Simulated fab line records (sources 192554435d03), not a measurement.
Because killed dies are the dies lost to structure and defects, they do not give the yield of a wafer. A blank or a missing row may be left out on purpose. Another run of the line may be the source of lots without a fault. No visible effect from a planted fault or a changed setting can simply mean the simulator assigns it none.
Which tool was responsible? | flow n5_finfet | 14 lots, 42 wafers sampled, at 7 steps of a route of 1938

== WHAT EACH GAUGE READ, for each wafer ==
N5_BEOL_M9_CD_MEAS_18: pitch 140 nm, target cd 70 nm.
lot  | measured     | on        | cd_nm (nm)
L307 | day 11 09:52 | cd_sem-03 | 70.4 70.8 71.0
L309 | day 11 16:19 | cd_sem-01 | 70.2 69.8 69.2
L310 | day 12 08:37 | cd_sem-03 | - - -
L313 | day 12 12:35 | cd_sem-03 | - - -
L315 | day 13 04:47 | cd_sem-01 | 70.3 70.1 69.2
L319 | day 14 09:32 | cd_sem-01 | 70.5 70.4 70.9
L322 | day 14 18:38 | cd_sem-01 | 70.6 69.7 70.7
L320 | day 15 05:38 | cd_sem-01 | 70.2 70.3 70.3
L324 | day 16 03:26 | cd_sem-01 | 70.5 70.0 69.2
L323 | day 16 03:29 | cd_sem-02 | 69.8 69.5 68.3
L325 | day 16 22:46 | cd_sem-02 | 69.6 69.6 70.8
L327 | day 17 01:57 | cd_sem-02 | 70.2 70.2 70.9
L326 | day 17 02:34 | cd_sem-02 | 70.5 69.5 70.6
L328 | day 17 03:13 | cd_sem-01 | 70.8 70.2 70.2

== EACH LOT AND THE TOOL THAT RAN IT (in order: tool; ch and the chambers of the sampled wafers; start) ==
lot  | N5_BEOL_M8_STRIP_80                           | N5_BEOL_M8_SPUTTER_48        | N5_BEOL_M8_ANNEAL_51             | N5_BEOL_M9_ETCH_61                 | N5_BEOL_M9_ETCH_62                 | N5_BEOL_M9_HM_OPEN_17
L307 | rie_diel-05 ch 0,1,2, day 10 22:36 or earlier | pvd_sputter-01, day 10 22:36 | rtp_anneal-02 ch 0, day 11 04:22 | rie_diel-01 ch 0,1, day 11 09:19   | rie_diel-01 ch 0,1, day 11 09:22   | rie_metal-01 ch 1, day 11 09:34
L309 | rie_diel-06 ch 0,1,2, day 11 09:20 or earlier | pvd_sputter-02, day 11 09:20 | rtp_anneal-02 ch 0, day 11 11:05 | rie_diel-01 ch 0,1,3, day 11 15:52 | rie_diel-01 ch 0,1,3, day 11 15:55 | rie_metal-02 ch 0,1, day 11 16:07
L310 | rie_diel-06 ch 0,1,3, day 12 03:19 or earlier | pvd_sputter-01, day 12 03:19 | rtp_anneal-02 ch 0, day 12 04:31 | rie_diel-03 ch 1,3, day 12 08:06   | rie_diel-03 ch 1,3, day 12 08:09   | rie_metal-01 ch 1, day 12 08:22
L313 | rie_diel-06 ch 0,1,3, day 12 08:37 or earlier | pvd_sputter-01, day 12 08:37 | rtp_anneal-01 ch 0, day 12 09:16 | rie_diel-02 ch 0,1,2, day 12 12:10 | rie_diel-02 ch 0,1,2, day 12 12:13 | rie_metal-02 ch 0,1, day 12 12:26
L315 | rie_diel-04 ch 0,1, day 13 00:10 or earlier   | pvd_sputter-03, day 13 00:10 | rtp_anneal-02 ch 0, day 13 00:23 | rie_diel-03 ch 0,1,3, day 13 04:21 | rie_diel-03 ch 0,1,3, day 13 04:24 | rie_metal-02 ch 0,1, day 13 04:35
L319 | rie_diel-05 ch 0,1, day 14 06:19 or earlier   | pvd_sputter-03, day 14 06:19 | rtp_anneal-02 ch 0, day 14 06:34 | rie_diel-02 ch 0,3, day 14 09:07   | rie_diel-02 ch 0,3, day 14 09:10   | rie_metal-02 ch 0,1, day 14 09:21
L322 | rie_diel-04 ch 0,2,3, day 14 13:43 or earlier | pvd_sputter-02, day 14 13:43 | rtp_anneal-01 ch 0, day 14 14:01 | rie_diel-02 ch 1,2, day 14 18:07   | rie_diel-02 ch 1,2, day 14 18:10   | rie_metal-02 ch 0,1, day 14 18:23
L320 | rie_diel-05 ch 1,3, day 14 20:31 or earlier   | pvd_sputter-03, day 14 20:31 | rtp_anneal-01 ch 0, day 14 20:48 | rie_diel-01 ch 2, day 15 03:43     | rie_diel-01 ch 2, day 15 03:55     | rie_metal-03 ch 0,1, day 15 05:08
L324 | rie_diel-06 ch 0,2,3, day 15 22:37 or earlier | pvd_sputter-01, day 15 22:37 | rtp_anneal-01 ch 0, day 15 23:26 | rie_diel-03 ch 1,2,3, day 16 02:55 | rie_diel-03 ch 1,2,3, day 16 02:58 | rie_metal-01 ch 1, day 16 03:10
L323 | rie_diel-04 ch 0,2,3, day 15 23:06 or earlier | pvd_sputter-03, day 15 23:06 | rtp_anneal-02 ch 0, day 16 00:14 | rie_diel-02 ch 1,2, day 16 03:02   | rie_diel-02 ch 1,2, day 16 03:05   | rie_metal-03 ch 0,1, day 16 03:18
L325 | rie_diel-06 ch 1,2,3, day 16 19:07 or earlier | pvd_sputter-01, day 16 19:07 | rtp_anneal-02 ch 0, day 16 19:20 | rie_diel-02 ch 0,1,3, day 16 22:20 | rie_diel-02 ch 0,1,3, day 16 22:23 | rie_metal-03 ch 0,1, day 16 22:34
L327 | rie_diel-04 ch 1,2, day 16 21:07 or earlier   | pvd_sputter-03, day 16 21:07 | rtp_anneal-02 ch 0, day 16 21:32 | rie_diel-01 ch 0,3, day 17 01:21   | rie_diel-01 ch 0,3, day 17 01:24   | rie_metal-02 ch 0,1, day 17 01:37
L326 | rie_diel-04 ch 0,2, day 16 21:49 or earlier   | pvd_sputter-03, day 16 21:49 | rtp_anneal-01 ch 0, day 16 22:01 | rie_diel-03 ch 0,2,3, day 17 02:06 | rie_diel-03 ch 0,2,3, day 17 02:09 | rie_metal-03 ch 1, day 17 02:20
L328 | rie_diel-06 ch 0,1,2, day 16 22:42 or earlier | pvd_sputter-01, day 16 22:42 | rtp_anneal-01 ch 0, day 16 22:55 | rie_diel-02 ch 0,1,2, day 17 02:47 | rie_diel-02 ch 0,1,2, day 17 02:50 | rie_metal-03 ch 0,1, day 17 03:01
- N5_BEOL_M8_STRIP_80: strips in N2/H2, time 10 s.
- N5_BEOL_M8_SPUTTER_48: material Cu, target thk 10 nm, time 1.667 s.
- N5_BEOL_M8_ANNEAL_51: time 90 s.
- N5_BEOL_M9_ETCH_61: etches SiARC in CF4, target depth 39 nm, time 65 s.
- N5_BEOL_M9_ETCH_62: etches SOC in N2/H2, target depth 110 nm, overetch 22 nm, time 165 s.
- N5_BEOL_M9_HM_OPEN_17: chemistry Cl2/BCl3, target TiN, target depth 20 nm, overetch 6 nm.

== WHAT THE TOOLS THEMSELVES READ (means of the sampled wafers that have a number; where no wafer has one, the mark that the record gives instead) ==
N5_BEOL_M8_STRIP_80.
lot  | tool        | drypump_motor_current_A (A) | n2_flow_sccm (sccm) | oes_product_au (a.u.) | rf_vpp_V (V) | showerhead_plenum_p_Torr (Torr) | throttle_valve_pct (%)
L307 | rie_diel-05 | 5.85                        | 199.9               | 0.82                  | 59.5         | 2.56                            | 23.4
L309 | rie_diel-06 | 5.66                        | 199.7               | 0.83                  | 59.5         | 2.61                            | 23.5
L310 | rie_diel-06 | 5.50                        | 199.9               | 0.85                  | 59.3         | 2.58                            | 23.6
L313 | rie_diel-06 | 5.49                        | 200.2               | 0.84                  | 58.9         | 2.58                            | 23.6
L315 | rie_diel-04 | 5.66                        | 200.6               | 0.92                  | 60.0         | 2.52                            | 23.5
L319 | rie_diel-05 | 5.72                        | 200.3               | 0.80                  | 59.8         | 2.56                            | 23.1
L322 | rie_diel-04 | 5.64                        | 200.0               | 0.91                  | 59.1         | 2.63                            | 23.7
L320 | rie_diel-05 | 5.87                        | 199.9               | 0.84                  | 59.7         | 2.51                            | 23.6
L324 | rie_diel-06 | 5.54                        | 200.4               | 0.82                  | 59.1         | 2.64                            | 23.4
L323 | rie_diel-04 | 5.65                        | 199.5               | 0.88                  | 59.2         | 2.63                            | 23.7
L325 | rie_diel-06 | 5.55                        | 199.7               | 0.80                  | 60.2         | 2.56                            | 23.4
L327 | rie_diel-04 | 5.87                        | 200.2               | 0.88                  | 58.5         | 2.62                            | 23.6
L326 | rie_diel-04 | 5.46                        | 199.8               | 0.90                  | 60.0         | 2.63                            | 23.7
L328 | rie_diel-06 | 5.66                        | 200.3               | 0.78                  | 58.8         | 2.59                            | 23.6

N5_BEOL_M8_SPUTTER_48.
lot  | tool           | susceptor_temp_C (C) | throttle_valve_pct (%)
L307 | pvd_sputter-01 | -19.99               | 30.8
L309 | pvd_sputter-02 | -20.02               | 31.6
L310 | pvd_sputter-01 | -19.99               | 29.9
L313 | pvd_sputter-01 | -19.86               | 30.5
L315 | pvd_sputter-03 | -20.10               | 30.4
L319 | pvd_sputter-03 | -19.97               | 29.5
L322 | pvd_sputter-02 | -19.98               | 30.7
L320 | pvd_sputter-03 | -19.96               | 29.7
L324 | pvd_sputter-01 | -20.07               | 31.2
L323 | pvd_sputter-03 | -19.96               | 30.9
L325 | pvd_sputter-01 | -19.99               | 30.7
L327 | pvd_sputter-03 | -20.14               | 30.8
L326 | pvd_sputter-03 | -19.94               | 30.3
L328 | pvd_sputter-01 | -20.03               | 30.8

N5_BEOL_M8_ANNEAL_51.
lot  | tool          | wafer_temp_C_max
L307 | rtp_anneal-02 | 226.2
L309 | rtp_anneal-02 | 226.3
L310 | rtp_anneal-02 | 226.3
L313 | rtp_anneal-01 | 225.8
L315 | rtp_anneal-02 | 226.2
L319 | rtp_anneal-02 | 226.8
L322 | rtp_anneal-01 | 225.9
L320 | rtp_anneal-01 | 225.7
L324 | rtp_anneal-01 | 225.8
L323 | rtp_anneal-02 | 226.1
L325 | rtp_anneal-02 | 226.1
L327 | rtp_anneal-02 | 226.1
L326 | rtp_anneal-01 | 225.4
L328 | rtp_anneal-01 | 225.6

N5_BEOL_M9_ETCH_61.
lot  | tool        | bias_w (W) | cf4_flow_sccm (sccm) | drypump_motor_current_A (A) | etch_rf_on_time_s (s) | oes_product_au (a.u.) | rf_vpp_V (V) | showerhead_plenum_p_Torr (Torr) | throttle_valve_pct (%)
L307 | rie_diel-01 | 35.96      | 100.29               | 5.9                         | 65.2                  | 0.61                  | 184.4        | 2.12                            | 15.89
L309 | rie_diel-01 | 36.00      | 99.89                | 6.0                         | 65.0                  | 0.61                  | 182.5        | 2.10                            | 15.86
L310 | rie_diel-03 | -          | -                    | -                           | -                     | -                     | -            | -                               | -
L313 | rie_diel-02 | -          | -                    | -                           | -                     | -                     | -            | -                               | -
L315 | rie_diel-03 | 36.07      | 99.96                | 5.6                         | 64.3                  | 0.66                  | 184.0        | 2.17                            | 15.80
L319 | rie_diel-02 | 36.04      | 99.80                | 5.3                         | 64.6                  | 0.73                  | 185.5        | 2.21                            | 15.63
L322 | rie_diel-02 | 36.06      | 99.93                | 5.6                         | 64.4                  | 0.60                  | 183.5        | 2.15                            | 16.01
L320 | rie_diel-01 | 35.91      | 100.16               | 5.5                         | 64.1                  | 0.60                  | 184.7        | 2.20                            | 16.10
L324 | rie_diel-03 | 36.10      | 99.85                | 5.6                         | 63.9                  | 0.65                  | 183.9        | 2.16                            | 15.90
L323 | rie_diel-02 | 36.05      | 99.82                | 5.6                         | 64.5                  | 0.59                  | 184.0        | 2.14                            | 16.03
L325 | rie_diel-02 | 35.96      | 100.12               | 5.5                         | 65.8                  | 0.66                  | 184.1        | 2.18                            | 15.72
L327 | rie_diel-01 | 35.93      | 100.25               | 6.2                         | 64.9                  | 0.59                  | 184.1        | 2.06                            | 15.87
L326 | rie_diel-03 | 35.92      | 99.75                | 5.4                         | 65.2                  | 0.60                  | 182.7        | 2.12                            | 15.97
L328 | rie_diel-02 | 35.96      | 99.89                | 5.6                         | 64.2                  | 0.71                  | 183.6        | 2.13                            | 15.63

N5_BEOL_M9_ETCH_62.
lot  | tool        | bias_w (W) | chamber_pressure_mTorr (mTorr) | drypump_motor_current_A (A) | n2_flow_sccm (sccm) | oes_product_au (a.u.) | rf_vpp_V (V) | showerhead_plenum_p_Torr (Torr) | throttle_valve_pct (%)
L307 | rie_diel-01 | 150.0      | 29.985                         | 6.0                         | 200.1               | 0.61                  | 523.8        | 2.53                            | 18.20
L309 | rie_diel-01 | 150.5      | 30.000                         | 6.1                         | 200.2               | 0.60                  | 521.5        | 2.49                            | 18.16
L310 | rie_diel-03 | 150.4      | 29.986                         | 5.8                         | 200.5               | 0.31                  | 526.7        | 2.63                            | 17.99
L313 | rie_diel-02 | 149.8      | 30.000                         | 5.7                         | 200.3               | 0.28                  | 524.0        | 2.54                            | 17.90
L315 | rie_diel-03 | 149.9      | 29.997                         | 5.6                         | 199.9               | 0.66                  | 525.1        | 2.58                            | 18.11
L319 | rie_diel-02 | 149.9      | 29.996                         | 5.3                         | 199.9               | 0.72                  | 526.0        | 2.62                            | 17.75
L322 | rie_diel-02 | 150.7      | 30.012                         | 5.6                         | 200.7               | 0.59                  | 524.2        | 2.54                            | 18.20
L320 | rie_diel-01 | 149.4      | 29.989                         | 5.5                         | 199.9               | 0.59                  | 525.3        | 2.63                            | 18.27
L324 | rie_diel-03 | 150.0      | 29.989                         | 5.6                         | 199.8               | 0.64                  | 525.0        | 2.56                            | 18.12
L323 | rie_diel-02 | 150.0      | 29.983                         | 5.7                         | 200.3               | 0.58                  | 525.0        | 2.54                            | 18.22
L325 | rie_diel-02 | 149.9      | 29.979                         | 5.5                         | 199.3               | 0.66                  | 525.5        | 2.59                            | 17.90
L327 | rie_diel-01 | 150.4      | 30.012                         | 6.3                         | 200.3               | 0.59                  | 520.8        | 2.45                            | 18.14
L326 | rie_diel-03 | 150.1      | 30.013                         | 5.4                         | 200.5               | 0.60                  | 522.3        | 2.51                            | 18.18
L328 | rie_diel-02 | 150.1      | 30.026                         | 5.7                         | 199.9               | 0.69                  | 522.8        | 2.53                            | 17.84

N5_BEOL_M9_HM_OPEN_17.
lot  | tool         | drypump_motor_current_A (A) | oes_ar_750_au (a.u.) | oes_product_au (a.u.) | throttle_valve_pct (%)
L307 | rie_metal-01 | 4.9                         | 0.64                 | 0.53                  | 22.40
L309 | rie_metal-02 | 5.5                         | 0.81                 | 0.69                  | 22.03
L310 | rie_metal-01 | 4.9                         | 0.63                 | 0.23                  | 23.07
L313 | rie_metal-02 | 5.5                         | 0.81                 | 0.30                  | 22.69
L315 | rie_metal-02 | 5.5                         | 0.80                 | 0.68                  | 22.05
L319 | rie_metal-02 | 5.6                         | 0.77                 | 0.66                  | 21.92
L322 | rie_metal-02 | 5.6                         | 0.77                 | 0.66                  | 21.93
L320 | rie_metal-03 | 6.1                         | 0.79                 | 0.69                  | 22.15
L324 | rie_metal-01 | 4.9                         | 0.91                 | 0.75                  | 21.93
L323 | rie_metal-03 | 6.1                         | 0.78                 | 0.68                  | 22.15
L325 | rie_metal-03 | 5.8                         | 0.81                 | 0.70                  | 22.04
L327 | rie_metal-02 | 5.5                         | 0.77                 | 0.65                  | 22.08
L326 | rie_metal-03 | 5.5                         | 0.84                 | 0.69                  | 21.95
L328 | rie_metal-03 | 6.1                         | 0.78                 | 0.68                  | 22.15

== THE ANSWER, worked out from the rows above alone ==
Rule: what is usual is taken from the lots themselves. The widest of any qualifying gaps counts: lots, ordered by their means at a reading, are off when they make up no more than a third of the lots, leave a main group of 4 or more, and stand apart from it by 3 or more times the standard deviation of that group's means. Not used: any main group whose means are identical at the precision the tables above print for the reading. Also off: a lot with no number at a reading for which 4 or more lots have one. Any other lot the step has rows for is counted as sound. First the gauges in route order, then the tools' own readings, where a lot's mean is used as printed above. At the first step where some lot is off, the reading lying furthest off is the one used; lots without a number count as furthest.
Off: L310, L313, at N5_BEOL_M9_CD_MEAS_18 (cd_nm). Without a number there: L310, L313. The main group has a mean of 70.1 nm with a standard deviation of 0.41.
If a tool, at a process step before that reading, ran all the lots that are off and no sound lot after the first of them, it fits. Not tried: the gauges at N5_BEOL_M9_CD_MEAS_18; whatever is off there is also off at N5_BEOL_M9_ETCH_61, on other tools, and gauge error can't account for it. N5_BEOL_M8_STRIP_80 gives no start for some lots, so the hours and the order of its lots are those of N5_BEOL_M8_SPUTTER_48. None of those tried fits.

== WHAT HAD BEEN PUT IN BY THE SIMULATOR ==
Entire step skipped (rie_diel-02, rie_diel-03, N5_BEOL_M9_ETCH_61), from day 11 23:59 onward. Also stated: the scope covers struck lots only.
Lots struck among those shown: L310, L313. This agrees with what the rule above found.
